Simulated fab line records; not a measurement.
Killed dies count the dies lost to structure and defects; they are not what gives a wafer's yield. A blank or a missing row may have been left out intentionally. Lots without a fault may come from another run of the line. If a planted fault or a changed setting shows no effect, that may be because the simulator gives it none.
Which of the tools did it? | flow nand_harc | 24 lots, 72 wafers sampled, at 5 steps of a route of 1302

## WHAT THE GAUGES READ, wafer by wafer
NHARC_A_BLC_CD_MEAS_10: target cd 100 nm.
lot  | measured     | on        | cd_nm (nm)
L074 | day 22 22:37 | cd_sem-03 | 99.7 100.3 100.7
L075 | day 22 23:46 | cd_sem-03 | 99.8 99.9 99.2
L076 | day 23 07:41 | cd_sem-03 | 100.1 100.8 99.8
L078 | day 24 01:09 | cd_sem-03 | 99.5 100.3 100.2
L077 | day 24 02:12 | cd_sem-02 | 99.4 99.8 100.0
L079 | day 24 19:14 | cd_sem-02 | 99.5 99.8 99.5
L080 | day 25 00:50 | cd_sem-02 | 99.8 100.1 99.5
L081 | day 25 05:01 | cd_sem-03 | 99.2 99.2 99.3
L083 | day 25 21:55 | cd_sem-01 | 99.9 100.1 100.4
L082 | day 26 00:10 | cd_sem-03 | 100.6 99.2 99.1
L085 | day 26 19:56 | cd_sem-03 | 100.3 99.1 100.2
L084 | day 26 23:44 | cd_sem-03 | 99.4 100.5 99.9
L086 | day 27 10:49 | cd_sem-02 | 99.5 99.5 99.4
L087 | day 28 02:17 | cd_sem-02 | 101.0 99.1 99.5
L089 | day 29 00:32 | cd_sem-02 | 98.8 99.6 99.0
L088 | day 29 01:25 | cd_sem-03 | 99.4 99.4 99.8
L090 | day 29 17:38 | cd_sem-03 | 100.0 99.3 100.0
L091 | day 29 19:02 | cd_sem-03 | 99.0 100.0 99.8
L092 | day 30 18:19 | cd_sem-02 | 99.8 100.2 100.1
L093 | day 30 18:35 | cd_sem-01 | 99.7 99.5 99.3
L095 | day 31 07:22 | cd_sem-01 | 101.1 100.4 101.1
L096 | day 31 08:19 | cd_sem-02 | 100.6 100.4 101.0
L094 | day 31 15:57 | cd_sem-02 | 99.9 99.2 99.8
L097 | day 31 19:52 | cd_sem-02 | 100.0 100.0 99.6

NHARC_A_M1_INSPECT_11.
lot  | measured     | on                | raw_defect_count
L074 | day 23 06:49 | defect_inspect-01 | 139 136 154
L075 | day 23 07:50 | defect_inspect-02 | 83 86 78
L076 | day 23 16:15 | defect_inspect-01 | 67 81 54
L078 | day 24 09:41 | defect_inspect-01 | 83 71 61
L077 | day 24 10:37 | defect_inspect-01 | 91 106 95
L079 | day 25 03:31 | defect_inspect-01 | 114 109 112
L080 | day 25 09:08 | defect_inspect-01 | 24 30 30
L081 | day 25 13:38 | defect_inspect-01 | 157 162 162
L083 | day 26 06:07 | defect_inspect-01 | 26 36 39
L082 | day 26 08:36 | defect_inspect-02 | 171 163 175
L085 | day 27 03:51 | defect_inspect-02 | 47 45 52
L084 | day 27 07:45 | defect_inspect-02 | 23 26 18
L086 | day 27 19:05 | defect_inspect-02 | 110 105 101
L087 | day 28 10:29 | defect_inspect-01 | 68 80 80
L089 | day 29 08:32 | defect_inspect-02 | 92 71 75
L088 | day 29 09:31 | defect_inspect-01 | 97 84 103
L090 | day 30 01:49 | defect_inspect-02 | 133 126 94
L091 | day 30 03:14 | defect_inspect-02 | 59 67 70
L092 | day 31 02:37 | defect_inspect-02 | 117 99 139
L093 | day 31 03:04 | defect_inspect-01 | 78 66 63
L095 | day 31 15:20 | defect_inspect-01 | 85 70 75
L096 | day 31 16:41 | defect_inspect-01 | 111 110 121
L094 | day 32 00:49 | defect_inspect-02 | 86 88 107
L097 | day 32 04:17 | defect_inspect-01 | 27 43 42

## WHAT TOOL EACH LOT RAN ON (gives the tool, then ch and the chambers of the sampled wafers, and finally the start)
lot  | NHARC_A_BLC_CVD_24                       | NHARC_A_M0_PVD_21                       | NHARC_A_M0_CMP_23
L074 | cvd_w-02 ch 0,1, day 23 04:56 or earlier | pvd_sputter-01, day 23 04:56 or earlier | cmp-01 ch 1,2,3, day 23 04:56
L075 | cvd_w-02 ch 0,1, day 23 05:58 or earlier | pvd_sputter-02, day 23 05:58 or earlier | cmp-02 ch 0,1, day 23 05:58
L076 | cvd_w-02 ch 0,1, day 23 10:00            | pvd_sputter-01, day 23 14:23 or earlier | cmp-04 ch 0,1,3, day 23 14:23
L078 | cvd_w-02 ch 0,1, day 24 07:34 or earlier | pvd_sputter-02, day 24 07:34 or earlier | cmp-02 ch 1,2,3, day 24 07:34
L077 | cvd_w-02 ch 0,1, day 24 08:34 or earlier | pvd_sputter-01, day 24 08:34 or earlier | cmp-01 ch 0,1,3, day 24 08:34
L079 | cvd_w-01 ch 0,1, day 25 01:33 or earlier | pvd_sputter-02, day 25 01:33 or earlier | cmp-04 ch 1,2,3, day 25 01:33
L080 | cvd_w-02 ch 0,1, day 25 06:16 or earlier | pvd_sputter-02, day 25 06:16            | cmp-04 ch 0,1, day 25 07:07
L081 | cvd_w-01 ch 0,1, day 25 11:39 or earlier | pvd_sputter-02, day 25 11:39 or earlier | cmp-01 ch 0,1,2, day 25 11:39
L083 | cvd_w-02 ch 0,1, day 26 04:08 or earlier | pvd_sputter-02, day 26 04:08 or earlier | cmp-01 ch 0,2, day 26 04:08
L082 | cvd_w-01 ch 0,1, day 26 06:31 or earlier | pvd_sputter-03, day 26 06:31 or earlier | cmp-04 ch 0,2,3, day 26 06:31
L085 | cvd_w-01 ch 0,1, day 27 02:03 or earlier | pvd_sputter-02, day 27 02:03 or earlier | cmp-01 ch 0,1, day 27 02:03
L084 | cvd_w-02 ch 0,1, day 27 05:54 or earlier | pvd_sputter-01, day 27 05:54 or earlier | cmp-02 ch 2,3, day 27 05:54
L086 | cvd_w-02 ch 0,1, day 27 17:07 or earlier | pvd_sputter-03, day 27 17:07 or earlier | cmp-02 ch 0,1,2, day 27 17:07
L087 | cvd_w-01 ch 0,1, day 28 08:31 or earlier | pvd_sputter-03, day 28 08:31 or earlier | cmp-01 ch 0,2,3, day 28 08:31
L089 | cvd_w-01 ch 0,1, day 29 06:41 or earlier | pvd_sputter-02, day 29 06:41 or earlier | cmp-04 ch 0,2,3, day 29 06:41
L088 | cvd_w-02 ch 0,1, day 29 07:40 or earlier | pvd_sputter-03, day 29 07:40 or earlier | cmp-01 ch 2,3, day 29 07:40
L090 | cvd_w-01 ch 0,1, day 29 23:47 or earlier | pvd_sputter-01, day 29 23:47 or earlier | cmp-02 ch 0,1,3, day 29 23:47
L091 | cvd_w-02 ch 0,1, day 30 01:16 or earlier | pvd_sputter-03, day 30 01:16 or earlier | cmp-04 ch 0,1,2, day 30 01:16
L092 | cvd_w-01 ch 0,1, day 31 00:36 or earlier | pvd_sputter-01, day 31 00:36 or earlier | cmp-02 ch 0,2,3, day 31 00:36
L093 | cvd_w-01 ch 0,1, day 31 01:05 or earlier | pvd_sputter-03, day 31 01:05 or earlier | cmp-01 ch 0,1,3, day 31 01:05
L095 | cvd_w-02 ch 0,1, day 31 13:31 or earlier | pvd_sputter-03, day 31 13:31 or earlier | cmp-04 ch 0,1,3, day 31 13:31
L096 | cvd_w-02 ch 0,1, day 31 14:38 or earlier | pvd_sputter-01, day 31 14:38 or earlier | cmp-01 ch 0,1,3, day 31 14:38
L094 | cvd_w-02 ch 0,1, day 31 22:50 or earlier | pvd_sputter-02, day 31 22:50 or earlier | cmp-01 ch 2,3, day 31 22:50
L097 | cvd_w-02 ch 0,1, day 32 02:17 or earlier | pvd_sputter-01, day 32 02:17 or earlier | cmp-04 ch 0,1,3, day 32 02:17
- NHARC_A_BLC_CVD_24: deposits W, target thk 150 nm, time 434 s.
- NHARC_A_M0_PVD_21: deposits Cu, target thk 30 nm, time 20.49 s.
- NHARC_A_M0_CMP_23: polishes, t overpolish 20 s, target thk 113.75 nm.

## WHAT THE TOOLS THEMSELVES READ (means of the sampled wafers that have a number; where no wafer has one, the mark that the record gives instead)
NHARC_A_BLC_CVD_24.
lot  | tool     | heater_power_w (W) | mfc_h2_sccm (sccm) | throttle_valve_pct (%)
L074 | cvd_w-02 | 541                | 1604               | 7.82
L075 | cvd_w-02 | 521                | 1595               | 7.86
L076 | cvd_w-02 | 520                | 1604               | 8.04
L078 | cvd_w-02 | 514                | 1600               | 7.89
L077 | cvd_w-02 | 537                | 1605               | 7.92
L079 | cvd_w-01 | 463                | 1596               | 8.05
L080 | cvd_w-02 | 540                | 1599               | 8.00
L081 | cvd_w-01 | 467                | 1598               | 7.87
L083 | cvd_w-02 | 536                | 1600               | 7.99
L082 | cvd_w-01 | 463                | 1597               | 7.84
L085 | cvd_w-01 | 461                | 1599               | 7.98
L084 | cvd_w-02 | 541                | 1598               | 7.97
L086 | cvd_w-02 | 535                | 1600               | 8.12
L087 | cvd_w-01 | 468                | 1599               | 7.98
L089 | cvd_w-01 | 482                | 1599               | 8.13
L088 | cvd_w-02 | 540                | 1592               | 8.06
L090 | cvd_w-01 | 467                | 1605               | 8.07
L091 | cvd_w-02 | 506                | 1605               | 7.93
L092 | cvd_w-01 | 469                | 1599               | 7.91
L093 | cvd_w-01 | 483                | 1597               | 8.02
L095 | cvd_w-02 | 499                | 1593               | 7.73
L096 | cvd_w-02 | 499                | 1605               | 7.91
L094 | cvd_w-02 | 511                | 1601               | 7.90
L097 | cvd_w-02 | 512                | 1599               | 8.10

NHARC_A_M0_PVD_21.
lot  | tool           | throttle_valve_pct (%)
L074 | pvd_sputter-01 | 29.1
L075 | pvd_sputter-02 | 30.8
L076 | pvd_sputter-01 | 30.5
L078 | pvd_sputter-02 | 30.7
L077 | pvd_sputter-01 | 29.2
L079 | pvd_sputter-02 | 30.8
L080 | pvd_sputter-02 | 30.6
L081 | pvd_sputter-02 | 31.2
L083 | pvd_sputter-02 | 31.3
L082 | pvd_sputter-03 | 30.1
L085 | pvd_sputter-02 | 32.0
L084 | pvd_sputter-01 | 30.1
L086 | pvd_sputter-03 | 30.1
L087 | pvd_sputter-03 | 30.0
L089 | pvd_sputter-02 | 31.5
L088 | pvd_sputter-03 | 29.8
L090 | pvd_sputter-01 | 30.0
L091 | pvd_sputter-03 | 30.2
L092 | pvd_sputter-01 | 29.8
L093 | pvd_sputter-03 | 30.4
L095 | pvd_sputter-03 | 29.7
L096 | pvd_sputter-01 | 30.3
L094 | pvd_sputter-02 | 30.3
L097 | pvd_sputter-01 | 29.9

NHARC_A_M0_CMP_23.
lot  | tool   | motor_current_A (A) | time_to_endpoint_s (s)
L074 | cmp-01 | 11.8                | 30.9
L075 | cmp-02 | 10.8                | 27.8
L076 | cmp-04 | 12.7                | 28.8
L078 | cmp-02 | 12.8                | 29.5
L077 | cmp-01 | 11.6                | 31.0
L079 | cmp-04 | 12.4                | 29.0
L080 | cmp-04 | 12.9                | 29.3
L081 | cmp-01 | 12.3                | 28.5
L083 | cmp-01 | 13.3                | 27.9
L082 | cmp-04 | 12.0                | 30.6
L085 | cmp-01 | 12.5                | 27.1
L084 | cmp-02 | 13.3                | 29.5
L086 | cmp-02 | 11.8                | 29.9
L087 | cmp-01 | 12.0                | 28.4
L089 | cmp-04 | 12.3                | 32.1
L088 | cmp-01 | 11.6                | 30.3
L090 | cmp-02 | 11.4                | 28.8
L091 | cmp-04 | 12.9                | 31.5
L092 | cmp-02 | 12.5                | 29.4
L093 | cmp-01 | 11.6                | 28.0
L095 | cmp-04 | 12.7                | 31.7
L096 | cmp-01 | 12.2                | 30.5
L094 | cmp-01 | 11.7                | 28.8
L097 | cmp-04 | 12.7                | 29.5

## THE ANSWER, worked out from the rows above alone
Rule: the lots themselves supply what counts as usual. Put in order of their means at a reading, lots are off if they are a third of the lots or fewer, leave a main group of 4 or more, and stand apart from it by a gap of 3 or more times the standard deviation of the main group's means; of several such gaps the widest counts. A main group whose means are all the same, to the digits that the tables above print for the reading, isn't used. A lot without any number at a reading at which 4 lots or more have one is off too. Where the step has rows for the other lots, those lots are counted as sound. After the gauges, taken in route order, come the tools' own readings; for these a lot's mean is taken, as printed above. The first step at which some lot is off is used, and at that step the reading that is off furthest; a lot without a number counts as furthest.
Across all readings shown, no lot is off: no conclusion can be drawn from this.

## WHAT THE SIMULATOR HAD PUT IN
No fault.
